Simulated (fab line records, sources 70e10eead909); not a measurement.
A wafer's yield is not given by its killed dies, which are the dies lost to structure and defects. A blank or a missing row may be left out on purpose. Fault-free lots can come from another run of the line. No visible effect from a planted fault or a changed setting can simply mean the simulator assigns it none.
Which tool did it? || flow nandHarc || 72 wafers from 24 lots sampled at 5 of the route's 1302 steps

## WHAT EACH GAUGE READ, for each wafer
NHARC_A_BLC_CD_MEAS_10: the cd target is 100 nm.
{"lot": "L074", "measured": "day 22 14:14", "on": "cdSem-01", "cdNm (nm)": "100.8 103.0 101.6"}
{"lot": "L075", "measured": "day 22 15:04", "on": "cdSem-01", "cdNm (nm)": "100.4 100.9 100.0"}
{"lot": "L077", "measured": "day 23 03:55", "on": "cdSem-02", "cdNm (nm)": "100.7 100.4 101.2"}
{"lot": "L076", "measured": "day 23 05:41", "on": "cdSem-01", "cdNm (nm)": "101.8 102.5 101.3"}
{"lot": "L078", "measured": "day 23 18:34", "on": "cdSem-01", "cdNm (nm)": "99.6 101.4 100.9"}
{"lot": "L080", "measured": "day 24 02:52", "on": "cdSem-02", "cdNm (nm)": "100.3 101.8 100.7"}
{"lot": "L081", "measured": "day 25 05:43", "on": "cdSem-01", "cdNm (nm)": "100.9 99.8 101.6"}
{"lot": "L079", "measured": "day 25 06:43", "on": "cdSem-03", "cdNm (nm)": "100.8 100.3 99.6"}
{"lot": "L082", "measured": "day 25 22:22", "on": "cdSem-01", "cdNm (nm)": "102.2 100.9 101.0"}
{"lot": "L083", "measured": "day 25 23:59", "on": "cdSem-03", "cdNm (nm)": "100.1 99.9 101.1"}
{"lot": "L084", "measured": "day 26 22:04", "on": "cdSem-03", "cdNm (nm)": "101.6 100.9 101.7"}
{"lot": "L085", "measured": "day 27 14:50", "on": "cdSem-01", "cdNm (nm)": "99.8 99.7 100.1"}
{"lot": "L087", "measured": "day 27 16:03", "on": "cdSem-01", "cdNm (nm)": "100.6 100.0 100.2"}
{"lot": "L086", "measured": "day 27 23:20", "on": "cdSem-03", "cdNm (nm)": "101.3 101.0 101.7"}
{"lot": "L089", "measured": "day 28 12:23", "on": "cdSem-02", "cdNm (nm)": "100.0 100.1 100.5"}
{"lot": "L088", "measured": "day 28 15:39", "on": "cdSem-03", "cdNm (nm)": "101.5 100.7 101.0"}
{"lot": "L091", "measured": "day 29 05:34", "on": "cdSem-01", "cdNm (nm)": "99.6 99.6 99.8"}
{"lot": "L090", "measured": "day 29 10:52", "on": "cdSem-03", "cdNm (nm)": "99.1 99.1 98.3"}
{"lot": "L092", "measured": "day 29 18:11", "on": "cdSem-03", "cdNm (nm)": "101.0 102.2 100.8"}
{"lot": "L093", "measured": "day 29 22:46", "on": "cdSem-02", "cdNm (nm)": "101.4 100.2 99.8"}
{"lot": "L095", "measured": "day 30 22:19", "on": "cdSem-01", "cdNm (nm)": "100.8 99.7 99.6"}
{"lot": "L094", "measured": "day 31 00:01", "on": "cdSem-03", "cdNm (nm)": "102.0 102.4 102.2"}
{"lot": "L097", "measured": "day 31 07:11", "on": "cdSem-03", "cdNm (nm)": "101.4 102.0 101.4"}
{"lot": "L096", "measured": "day 31 15:05", "on": "cdSem-01", "cdNm (nm)": "100.4 100.1 100.2"}

NHARC_A_BLC_INSPECT_12.
{"lot": "L074", "measured": "day 22 14:21", "on": "defectInspect-01", "rawDefectCount": "105 83 80"}
{"lot": "L075", "measured": "day 22 15:11", "on": "defectInspect-02", "rawDefectCount": "131 128 116"}
{"lot": "L077", "measured": "day 23 04:03", "on": "defectInspect-02", "rawDefectCount": "27 21 18"}
{"lot": "L076", "measured": "day 23 05:49", "on": "defectInspect-01", "rawDefectCount": "139 156 143"}
{"lot": "L078", "measured": "day 23 18:42", "on": "defectInspect-01", "rawDefectCount": "158 143 155"}
{"lot": "L080", "measured": "day 24 02:59", "on": "defectInspect-02", "rawDefectCount": "91 86 91"}
{"lot": "L081", "measured": "day 25 05:51", "on": "defectInspect-02", "rawDefectCount": "143 187 160"}
{"lot": "L079", "measured": "day 25 06:50", "on": "defectInspect-02", "rawDefectCount": "73 67 65"}
{"lot": "L082", "measured": "day 25 22:29", "on": "defectInspect-01", "rawDefectCount": "146 150 191"}
{"lot": "L083", "measured": "day 26 00:07", "on": "defectInspect-01", "rawDefectCount": "34 37 30"}
{"lot": "L084", "measured": "day 26 22:10", "on": "defectInspect-02", "rawDefectCount": "76 79 74"}
{"lot": "L085", "measured": "day 27 14:58", "on": "defectInspect-02", "rawDefectCount": "107 94 115"}
{"lot": "L087", "measured": "day 27 16:11", "on": "defectInspect-01", "rawDefectCount": "56 52 54"}
{"lot": "L086", "measured": "day 27 23:27", "on": "defectInspect-01", "rawDefectCount": "85 98 85"}
{"lot": "L089", "measured": "day 28 12:31", "on": "defectInspect-01", "rawDefectCount": "26 22 37"}
{"lot": "L088", "measured": "day 28 15:46", "on": "defectInspect-02", "rawDefectCount": "139 135 132"}
{"lot": "L091", "measured": "day 29 05:41", "on": "defectInspect-02", "rawDefectCount": "27 28 30"}
{"lot": "L090", "measured": "day 29 11:00", "on": "defectInspect-01", "rawDefectCount": "161 136 140"}
{"lot": "L092", "measured": "day 29 18:19", "on": "defectInspect-02", "rawDefectCount": "59 72 58"}
{"lot": "L093", "measured": "day 29 22:53", "on": "defectInspect-02", "rawDefectCount": "36 39 36"}
{"lot": "L095", "measured": "day 30 22:26", "on": "defectInspect-01", "rawDefectCount": "117 137 148"}
{"lot": "L094", "measured": "day 31 00:08", "on": "defectInspect-02", "rawDefectCount": "50 38 51"}
{"lot": "L097", "measured": "day 31 07:18", "on": "defectInspect-02", "rawDefectCount": "49 57 75"}
{"lot": "L096", "measured": "day 31 15:13", "on": "defectInspect-01", "rawDefectCount": "49 49 37"}

## WHICH TOOL RAN EACH LOT (tool, then ch and the chambers of the sampled wafers, then the start)
{"lot": "L074", "NHARC_A_CONTACT_ETCH_130": "harCapEtch-03 ch 0,1, day 22 01:31", "NHARC_A_CONTACT_ETCH_89": "rieDiel-11 ch 1,2,3, day 22 11:36 or earlier", "NHARC_A_CONTACT_ETCH_110": "rieDiel-11 ch 1,2,3, day 22 11:36"}
{"lot": "L075", "NHARC_A_CONTACT_ETCH_130": "harCapEtch-02 ch 0,1, day 22 01:52", "NHARC_A_CONTACT_ETCH_89": "rieDiel-09 ch 2,3, day 22 12:26 or earlier", "NHARC_A_CONTACT_ETCH_110": "rieDiel-11 ch 0,1,2, day 22 12:26"}
{"lot": "L077", "NHARC_A_CONTACT_ETCH_130": "harCapEtch-02 ch 0,1, day 22 16:51", "NHARC_A_CONTACT_ETCH_89": "rieDiel-11 ch 0,1,3, day 23 01:24 or earlier", "NHARC_A_CONTACT_ETCH_110": "rieDiel-10 ch 0,2, day 23 01:24"}
{"lot": "L076", "NHARC_A_CONTACT_ETCH_130": "harCapEtch-03 ch 0,1, day 22 18:20", "NHARC_A_CONTACT_ETCH_89": "rieDiel-10 ch 0,1,2, day 23 02:59 or earlier", "NHARC_A_CONTACT_ETCH_110": "rieDiel-09 ch 0,1,2, day 23 02:59"}
{"lot": "L078", "NHARC_A_CONTACT_ETCH_130": "harCapEtch-02 ch 0,1, day 23 07:17", "NHARC_A_CONTACT_ETCH_89": "rieDiel-09 ch 0,1, day 23 15:55 or earlier", "NHARC_A_CONTACT_ETCH_110": "rieDiel-09 ch 0,3, day 23 15:55"}
{"lot": "L080", "NHARC_A_CONTACT_ETCH_130": "harCapEtch-01 ch 0,1, day 23 14:52", "NHARC_A_CONTACT_ETCH_89": "rieDiel-11 ch 0,2,3, day 24 00:13 or earlier", "NHARC_A_CONTACT_ETCH_110": "rieDiel-11 ch 0,1,3, day 24 00:13"}
{"lot": "L081", "NHARC_A_CONTACT_ETCH_130": "harCapEtch-03 ch 0,1, day 24 14:35", "NHARC_A_CONTACT_ETCH_89": "rieDiel-11 ch 1,2,3, day 25 03:06 or earlier", "NHARC_A_CONTACT_ETCH_110": "rieDiel-11 ch 1,2, day 25 03:06"}
{"lot": "L079", "NHARC_A_CONTACT_ETCH_130": "harCapEtch-02 ch 0,1, day 24 17:02", "NHARC_A_CONTACT_ETCH_89": "rieDiel-11 ch 0,1, day 25 03:58 or earlier", "NHARC_A_CONTACT_ETCH_110": "rieDiel-11 ch 1,2,3, day 25 03:58"}
{"lot": "L082", "NHARC_A_CONTACT_ETCH_130": "harCapEtch-02 ch 0,1, day 25 10:12", "NHARC_A_CONTACT_ETCH_89": "rieDiel-11 ch 0,1, day 25 19:50 or earlier", "NHARC_A_CONTACT_ETCH_110": "rieDiel-11 ch 0,1,3, day 25 19:50"}
{"lot": "L083", "NHARC_A_CONTACT_ETCH_130": "harCapEtch-01 ch 0,1, day 25 12:36", "NHARC_A_CONTACT_ETCH_89": "rieDiel-11 ch 1,3, day 25 21:28 or earlier", "NHARC_A_CONTACT_ETCH_110": "rieDiel-11 ch 1,2, day 25 21:28"}
{"lot": "L084", "NHARC_A_CONTACT_ETCH_130": "harCapEtch-03 ch 0,1, day 26 10:52", "NHARC_A_CONTACT_ETCH_89": "rieDiel-10 ch 1,2, day 26 19:25 or earlier", "NHARC_A_CONTACT_ETCH_110": "rieDiel-10 ch 0,1,2, day 26 19:25"}
{"lot": "L085", "NHARC_A_CONTACT_ETCH_130": "harCapEtch-01 ch 0,1, day 26 23:56", "NHARC_A_CONTACT_ETCH_89": "rieDiel-11 ch 0,1,3, day 27 12:11 or earlier", "NHARC_A_CONTACT_ETCH_110": "rieDiel-10 ch 1,2, day 27 12:11"}
{"lot": "L087", "NHARC_A_CONTACT_ETCH_130": "harCapEtch-03 ch 0,1, day 27 02:46", "NHARC_A_CONTACT_ETCH_89": "rieDiel-11 ch 0,1,3, day 27 13:25 or earlier", "NHARC_A_CONTACT_ETCH_110": "rieDiel-11 ch 0,1,2, day 27 13:25"}
{"lot": "L086", "NHARC_A_CONTACT_ETCH_130": "harCapEtch-02 ch 0,1, day 27 10:34", "NHARC_A_CONTACT_ETCH_89": "rieDiel-10 ch 0,1,2, day 27 20:41 or earlier", "NHARC_A_CONTACT_ETCH_110": "rieDiel-10 ch 0,1,2, day 27 20:41"}
{"lot": "L089", "NHARC_A_CONTACT_ETCH_130": "harCapEtch-01 ch 0,1, day 28 00:50", "NHARC_A_CONTACT_ETCH_89": "rieDiel-11 ch 0,1,2, day 28 09:34 or earlier", "NHARC_A_CONTACT_ETCH_110": "rieDiel-09 ch 0,1, day 28 09:34"}
{"lot": "L088", "NHARC_A_CONTACT_ETCH_130": "harCapEtch-02 ch 0,1, day 28 02:04", "NHARC_A_CONTACT_ETCH_89": "rieDiel-11 ch 1,2, day 28 13:01 or earlier", "NHARC_A_CONTACT_ETCH_110": "rieDiel-10 ch 0,2,3, day 28 13:01"}
{"lot": "L091", "NHARC_A_CONTACT_ETCH_130": "harCapEtch-01 ch 0,1, day 28 15:53", "NHARC_A_CONTACT_ETCH_89": "rieDiel-11 ch 0,2,3, day 29 02:55 or earlier", "NHARC_A_CONTACT_ETCH_110": "rieDiel-11 ch 0,1,3, day 29 02:55"}
{"lot": "L090", "NHARC_A_CONTACT_ETCH_130": "harCapEtch-03 ch 0,1, day 28 18:47", "NHARC_A_CONTACT_ETCH_89": "rieDiel-11 ch 0,1,3, day 29 04:07", "NHARC_A_CONTACT_ETCH_110": "rieDiel-11 ch 1,2, day 29 07:29"}
{"lot": "L092", "NHARC_A_CONTACT_ETCH_130": "harCapEtch-03 ch 0,1, day 29 05:26", "NHARC_A_CONTACT_ETCH_89": "rieDiel-11 ch 0,1, day 29 15:31 or earlier", "NHARC_A_CONTACT_ETCH_110": "rieDiel-09 ch 1,2, day 29 15:31"}
{"lot": "L093", "NHARC_A_CONTACT_ETCH_130": "harCapEtch-02 ch 0,1, day 29 11:03", "NHARC_A_CONTACT_ETCH_89": "rieDiel-11 ch 0,1,3, day 29 20:08 or earlier", "NHARC_A_CONTACT_ETCH_110": "rieDiel-11 ch 0,1,2, day 29 20:08"}
{"lot": "L095", "NHARC_A_CONTACT_ETCH_130": "harCapEtch-02 ch 0,1, day 30 09:55", "NHARC_A_CONTACT_ETCH_89": "rieDiel-11 ch 0,2,3, day 30 19:40 or earlier", "NHARC_A_CONTACT_ETCH_110": "rieDiel-11 ch 0,1,3, day 30 19:40"}
{"lot": "L094", "NHARC_A_CONTACT_ETCH_130": "harCapEtch-03 ch 0,1, day 30 10:55", "NHARC_A_CONTACT_ETCH_89": "rieDiel-11 ch 1,2,3, day 30 21:22 or earlier", "NHARC_A_CONTACT_ETCH_110": "rieDiel-11 ch 0,1,3, day 30 21:22"}
{"lot": "L097", "NHARC_A_CONTACT_ETCH_130": "harCapEtch-03 ch 0,1, day 30 19:07", "NHARC_A_CONTACT_ETCH_89": "rieDiel-11 ch 1,2,3, day 31 04:32 or earlier", "NHARC_A_CONTACT_ETCH_110": "rieDiel-11 ch 1,2,3, day 31 04:32"}
{"lot": "L096", "NHARC_A_CONTACT_ETCH_130": "harCapEtch-02 ch 1, day 31 02:39", "NHARC_A_CONTACT_ETCH_89": "rieDiel-09 ch 1,2, day 31 12:34 or earlier", "NHARC_A_CONTACT_ETCH_110": "rieDiel-11 ch 1,2,3, day 31 12:34"}
- NHARC_A_CONTACT_ETCH_130: etches the open film in C4F8/O2/Ar, time 197 s, target depth 1918 nm.
- NHARC_A_CONTACT_ETCH_89: etches the open film in N2/H2, target depth 260 nm, time 475.3 s.
- NHARC_A_CONTACT_ETCH_110: etches the open film in CF4/O2, target depth 60 nm, overetch 6 nm, time 33 s.

## AS READ BY THE TOOLS THEMSELVES (means over the sampled wafers that have a number; for cases with no such wafer, the mark the record gives instead)
NHARC_A_CONTACT_ETCH_89.
{"lot": "L074", "tool": "rieDiel-11", "drypumpMotorCurrentA (A)": 5.9, "oesProductAu (a.u.)": 1.009, "rfVppV (V)": 432.4, "showerheadPlenumPTorr (Torr)": 2.10, "throttleValvePct (%)": 14.170}
{"lot": "L075", "tool": "rieDiel-09", "drypumpMotorCurrentA (A)": 5.9, "oesProductAu (a.u.)": 0.994, "rfVppV (V)": 428.8, "showerheadPlenumPTorr (Torr)": 1.99, "throttleValvePct (%)": 14.168}
{"lot": "L077", "tool": "rieDiel-11", "drypumpMotorCurrentA (A)": 6.0, "oesProductAu (a.u.)": 1.000, "rfVppV (V)": 431.4, "showerheadPlenumPTorr (Torr)": 2.07, "throttleValvePct (%)": 14.174}
{"lot": "L076", "tool": "rieDiel-10", "drypumpMotorCurrentA (A)": 5.5, "oesProductAu (a.u.)": 0.991, "rfVppV (V)": 429.6, "showerheadPlenumPTorr (Torr)": 2.01, "throttleValvePct (%)": 14.168}
{"lot": "L078", "tool": "rieDiel-09", "drypumpMotorCurrentA (A)": 6.1, "oesProductAu (a.u.)": 1.019, "rfVppV (V)": 429.0, "showerheadPlenumPTorr (Torr)": 1.99, "throttleValvePct (%)": 14.177}
{"lot": "L080", "tool": "rieDiel-11", "drypumpMotorCurrentA (A)": 5.8, "oesProductAu (a.u.)": 1.015, "rfVppV (V)": 431.6, "showerheadPlenumPTorr (Torr)": 2.07, "throttleValvePct (%)": 14.178}
{"lot": "L081", "tool": "rieDiel-11", "drypumpMotorCurrentA (A)": 5.9, "oesProductAu (a.u.)": 1.011, "rfVppV (V)": 432.6, "showerheadPlenumPTorr (Torr)": 2.10, "throttleValvePct (%)": 14.164}
{"lot": "L079", "tool": "rieDiel-11", "drypumpMotorCurrentA (A)": 5.9, "oesProductAu (a.u.)": 0.993, "rfVppV (V)": 429.9, "showerheadPlenumPTorr (Torr)": 2.02, "throttleValvePct (%)": 14.167}
{"lot": "L082", "tool": "rieDiel-11", "drypumpMotorCurrentA (A)": 5.9, "oesProductAu (a.u.)": 0.987, "rfVppV (V)": 431.1, "showerheadPlenumPTorr (Torr)": 2.04, "throttleValvePct (%)": 14.172}
{"lot": "L083", "tool": "rieDiel-11", "drypumpMotorCurrentA (A)": 6.1, "oesProductAu (a.u.)": 0.995, "rfVppV (V)": 432.6, "showerheadPlenumPTorr (Torr)": 2.09, "throttleValvePct (%)": 14.176}
{"lot": "L084", "tool": "rieDiel-10", "drypumpMotorCurrentA (A)": 5.5, "oesProductAu (a.u.)": 0.975, "rfVppV (V)": 430.2, "showerheadPlenumPTorr (Torr)": 2.01, "throttleValvePct (%)": 14.179}
{"lot": "L085", "tool": "rieDiel-11", "drypumpMotorCurrentA (A)": 6.0, "oesProductAu (a.u.)": 1.000, "rfVppV (V)": 431.4, "showerheadPlenumPTorr (Torr)": 2.07, "throttleValvePct (%)": 14.164}
{"lot": "L087", "tool": "rieDiel-11", "drypumpMotorCurrentA (A)": 6.0, "oesProductAu (a.u.)": 0.999, "rfVppV (V)": 431.3, "showerheadPlenumPTorr (Torr)": 2.07, "throttleValvePct (%)": 14.170}
{"lot": "L086", "tool": "rieDiel-10", "drypumpMotorCurrentA (A)": 5.5, "oesProductAu (a.u.)": 0.980, "rfVppV (V)": 428.9, "showerheadPlenumPTorr (Torr)": 2.00, "throttleValvePct (%)": 14.163}
{"lot": "L089", "tool": "rieDiel-11", "drypumpMotorCurrentA (A)": 5.7, "oesProductAu (a.u.)": 1.003, "rfVppV (V)": 431.6, "showerheadPlenumPTorr (Torr)": 2.05, "throttleValvePct (%)": 14.161}
{"lot": "L088", "tool": "rieDiel-11", "drypumpMotorCurrentA (A)": 5.8, "oesProductAu (a.u.)": 0.997, "rfVppV (V)": 430.9, "showerheadPlenumPTorr (Torr)": 2.07, "throttleValvePct (%)": 14.173}
{"lot": "L091", "tool": "rieDiel-11", "drypumpMotorCurrentA (A)": 5.8, "oesProductAu (a.u.)": 1.002, "rfVppV (V)": 430.9, "showerheadPlenumPTorr (Torr)": 2.07, "throttleValvePct (%)": 14.166}
{"lot": "L090", "tool": "rieDiel-11", "drypumpMotorCurrentA (A)": 6.0, "oesProductAu (a.u.)": 1.004, "rfVppV (V)": 431.0, "showerheadPlenumPTorr (Torr)": 2.06, "throttleValvePct (%)": 14.171}
{"lot": "L092", "tool": "rieDiel-11", "drypumpMotorCurrentA (A)": 5.9, "oesProductAu (a.u.)": 1.002, "rfVppV (V)": 430.6, "showerheadPlenumPTorr (Torr)": 2.04, "throttleValvePct (%)": 14.175}
{"lot": "L093", "tool": "rieDiel-11", "drypumpMotorCurrentA (A)": 6.0, "oesProductAu (a.u.)": 1.007, "rfVppV (V)": 431.6, "showerheadPlenumPTorr (Torr)": 2.06, "throttleValvePct (%)": 14.181}
{"lot": "L095", "tool": "rieDiel-11", "drypumpMotorCurrentA (A)": 5.8, "oesProductAu (a.u.)": 0.996, "rfVppV (V)": 430.8, "showerheadPlenumPTorr (Torr)": 2.06, "throttleValvePct (%)": 14.163}
{"lot": "L094", "tool": "rieDiel-11", "drypumpMotorCurrentA (A)": 5.9, "oesProductAu (a.u.)": 0.991, "rfVppV (V)": 432.7, "showerheadPlenumPTorr (Torr)": 2.09, "throttleValvePct (%)": 14.165}
{"lot": "L097", "tool": "rieDiel-11", "drypumpMotorCurrentA (A)": 5.9, "oesProductAu (a.u.)": 0.996, "rfVppV (V)": 432.7, "showerheadPlenumPTorr (Torr)": 2.09, "throttleValvePct (%)": 14.167}
{"lot": "L096", "tool": "rieDiel-09", "drypumpMotorCurrentA (A)": 6.2, "oesProductAu (a.u.)": 0.992, "rfVppV (V)": 426.6, "showerheadPlenumPTorr (Torr)": 1.91, "throttleValvePct (%)": 14.165}

NHARC_A_CONTACT_ETCH_110.
{"lot": "L074", "tool": "rieDiel-11", "drypumpMotorCurrentA (A)": 5.9, "oes_o_777_au (a.u.)": 0.998, "oesProductAu (a.u.)": 1.007, "rfVppV (V)": 199.1, "showerheadPlenumPTorr (Torr)": 1.37, "throttleValvePct (%)": 13.403}
{"lot": "L075", "tool": "rieDiel-11", "drypumpMotorCurrentA (A)": 5.7, "oes_o_777_au (a.u.)": 0.997, "oesProductAu (a.u.)": 0.999, "rfVppV (V)": 197.2, "showerheadPlenumPTorr (Torr)": 1.34, "throttleValvePct (%)": 13.393}
{"lot": "L077", "tool": "rieDiel-10", "drypumpMotorCurrentA (A)": 5.7, "oes_o_777_au (a.u.)": 1.001, "oesProductAu (a.u.)": 0.992, "rfVppV (V)": 197.6, "showerheadPlenumPTorr (Torr)": 1.30, "throttleValvePct (%)": 13.410}
{"lot": "L076", "tool": "rieDiel-09", "drypumpMotorCurrentA (A)": 6.1, "oes_o_777_au (a.u.)": 0.998, "oesProductAu (a.u.)": 1.013, "rfVppV (V)": 196.7, "showerheadPlenumPTorr (Torr)": 1.29, "throttleValvePct (%)": 13.397}
{"lot": "L078", "tool": "rieDiel-09", "drypumpMotorCurrentA (A)": 6.0, "oes_o_777_au (a.u.)": 0.999, "oesProductAu (a.u.)": 1.014, "rfVppV (V)": 197.2, "showerheadPlenumPTorr (Torr)": 1.32, "throttleValvePct (%)": 13.396}
{"lot": "L080", "tool": "rieDiel-11", "drypumpMotorCurrentA (A)": 6.0, "oes_o_777_au (a.u.)": 0.998, "oesProductAu (a.u.)": 1.008, "rfVppV (V)": 198.1, "showerheadPlenumPTorr (Torr)": 1.36, "throttleValvePct (%)": 13.410}
{"lot": "L081", "tool": "rieDiel-11", "drypumpMotorCurrentA (A)": 5.5, "oes_o_777_au (a.u.)": 1.001, "oesProductAu (a.u.)": 1.005, "rfVppV (V)": 197.8, "showerheadPlenumPTorr (Torr)": 1.36, "throttleValvePct (%)": 13.398}
{"lot": "L079", "tool": "rieDiel-11", "drypumpMotorCurrentA (A)": 5.9, "oes_o_777_au (a.u.)": 1.005, "oesProductAu (a.u.)": 1.005, "rfVppV (V)": 198.3, "showerheadPlenumPTorr (Torr)": 1.37, "throttleValvePct (%)": 13.390}
{"lot": "L082", "tool": "rieDiel-11", "drypumpMotorCurrentA (A)": 6.0, "oes_o_777_au (a.u.)": 1.002, "oesProductAu (a.u.)": 0.999, "rfVppV (V)": 198.9, "showerheadPlenumPTorr (Torr)": 1.35, "throttleValvePct (%)": 13.394}
{"lot": "L083", "tool": "rieDiel-11", "drypumpMotorCurrentA (A)": 5.6, "oes_o_777_au (a.u.)": 1.003, "oesProductAu (a.u.)": 0.997, "rfVppV (V)": 199.1, "showerheadPlenumPTorr (Torr)": 1.36, "throttleValvePct (%)": 13.399}
{"lot": "L084", "tool": "rieDiel-10", "drypumpMotorCurrentA (A)": 5.5, "oes_o_777_au (a.u.)": 1.002, "oesProductAu (a.u.)": 0.986, "rfVppV (V)": 197.4, "showerheadPlenumPTorr (Torr)": 1.31, "throttleValvePct (%)": 13.392}
{"lot": "L085", "tool": "rieDiel-10", "drypumpMotorCurrentA (A)": 5.2, "oes_o_777_au (a.u.)": 0.999, "oesProductAu (a.u.)": 0.983, "rfVppV (V)": 198.0, "showerheadPlenumPTorr (Torr)": 1.33, "throttleValvePct (%)": 13.394}
{"lot": "L087", "tool": "rieDiel-11", "drypumpMotorCurrentA (A)": 5.7, "oes_o_777_au (a.u.)": 0.997, "oesProductAu (a.u.)": 0.994, "rfVppV (V)": 198.7, "showerheadPlenumPTorr (Torr)": 1.34, "throttleValvePct (%)": 13.399}
{"lot": "L086", "tool": "rieDiel-10", "drypumpMotorCurrentA (A)": 5.5, "oes_o_777_au (a.u.)": 1.007, "oesProductAu (a.u.)": 0.982, "rfVppV (V)": 197.0, "showerheadPlenumPTorr (Torr)": 1.31, "throttleValvePct (%)": 13.404}
{"lot": "L089", "tool": "rieDiel-09", "drypumpMotorCurrentA (A)": 6.1, "oes_o_777_au (a.u.)": 0.994, "oesProductAu (a.u.)": 1.013, "rfVppV (V)": 196.1, "showerheadPlenumPTorr (Torr)": 1.30, "throttleValvePct (%)": 13.400}
{"lot": "L088", "tool": "rieDiel-10", "drypumpMotorCurrentA (A)": 5.9, "oes_o_777_au (a.u.)": 1.005, "oesProductAu (a.u.)": 0.990, "rfVppV (V)": 195.7, "showerheadPlenumPTorr (Torr)": 1.29, "throttleValvePct (%)": 13.387}
{"lot": "L091", "tool": "rieDiel-11", "drypumpMotorCurrentA (A)": 6.0, "oes_o_777_au (a.u.)": 1.006, "oesProductAu (a.u.)": 0.994, "rfVppV (V)": 198.5, "showerheadPlenumPTorr (Torr)": 1.35, "throttleValvePct (%)": 13.398}
{"lot": "L090", "tool": "rieDiel-11", "drypumpMotorCurrentA (A)": 5.5, "oes_o_777_au (a.u.)": 0.996, "oesProductAu (a.u.)": 0.993, "rfVppV (V)": 198.0, "showerheadPlenumPTorr (Torr)": 1.36, "throttleValvePct (%)": 13.396}
{"lot": "L092", "tool": "rieDiel-09", "drypumpMotorCurrentA (A)": 6.2, "oes_o_777_au (a.u.)": 1.003, "oesProductAu (a.u.)": 0.996, "rfVppV (V)": 197.3, "showerheadPlenumPTorr (Torr)": 1.27, "throttleValvePct (%)": 13.403}
{"lot": "L093", "tool": "rieDiel-11", "drypumpMotorCurrentA (A)": 5.7, "oes_o_777_au (a.u.)": 0.998, "oesProductAu (a.u.)": 0.989, "rfVppV (V)": 196.9, "showerheadPlenumPTorr (Torr)": 1.34, "throttleValvePct (%)": 13.404}
{"lot": "L095", "tool": "rieDiel-11", "drypumpMotorCurrentA (A)": 6.0, "oes_o_777_au (a.u.)": 1.004, "oesProductAu (a.u.)": 1.001, "rfVppV (V)": 198.5, "showerheadPlenumPTorr (Torr)": 1.35, "throttleValvePct (%)": 13.405}
{"lot": "L094", "tool": "rieDiel-11", "drypumpMotorCurrentA (A)": 6.0, "oes_o_777_au (a.u.)": 0.999, "oesProductAu (a.u.)": 1.001, "rfVppV (V)": 198.0, "showerheadPlenumPTorr (Torr)": 1.35, "throttleValvePct (%)": 13.396}
{"lot": "L097", "tool": "rieDiel-11", "drypumpMotorCurrentA (A)": 5.9, "oes_o_777_au (a.u.)": 1.004, "oesProductAu (a.u.)": 0.992, "rfVppV (V)": 198.4, "showerheadPlenumPTorr (Torr)": 1.37, "throttleValvePct (%)": 13.396}
{"lot": "L096", "tool": "rieDiel-11", "drypumpMotorCurrentA (A)": 5.9, "oes_o_777_au (a.u.)": 1.001, "oesProductAu (a.u.)": 0.996, "rfVppV (V)": 198.8, "showerheadPlenumPTorr (Torr)": 1.37, "throttleValvePct (%)": 13.392}

## THE ANSWER, worked out from the rows above alone
Rule: what is usual is taken from the lots themselves. The widest of any qualifying gaps counts: lots, ordered by their means at a reading, are off when they make up no more than a third of the lots, leave a main group of 4 or more, and stand apart from it by 3 or more times the standard deviation of that group's means. If all means in a main group match to the digits the tables above print for the reading, that group is not used. Also off: a lot with no number at a reading for which 4 or more lots have one. Any other lot the step has rows for is counted as sound. After the gauges, taken in route order, come the tools' own readings; for these a lot's mean is taken, as printed above. At the first step where some lot is off, the reading lying furthest off is the one used; lots without a number count as furthest.
None of the lots is off at any reading shown; this tells nothing.

## WHAT HAD BEEN PUT IN BY THE SIMULATOR
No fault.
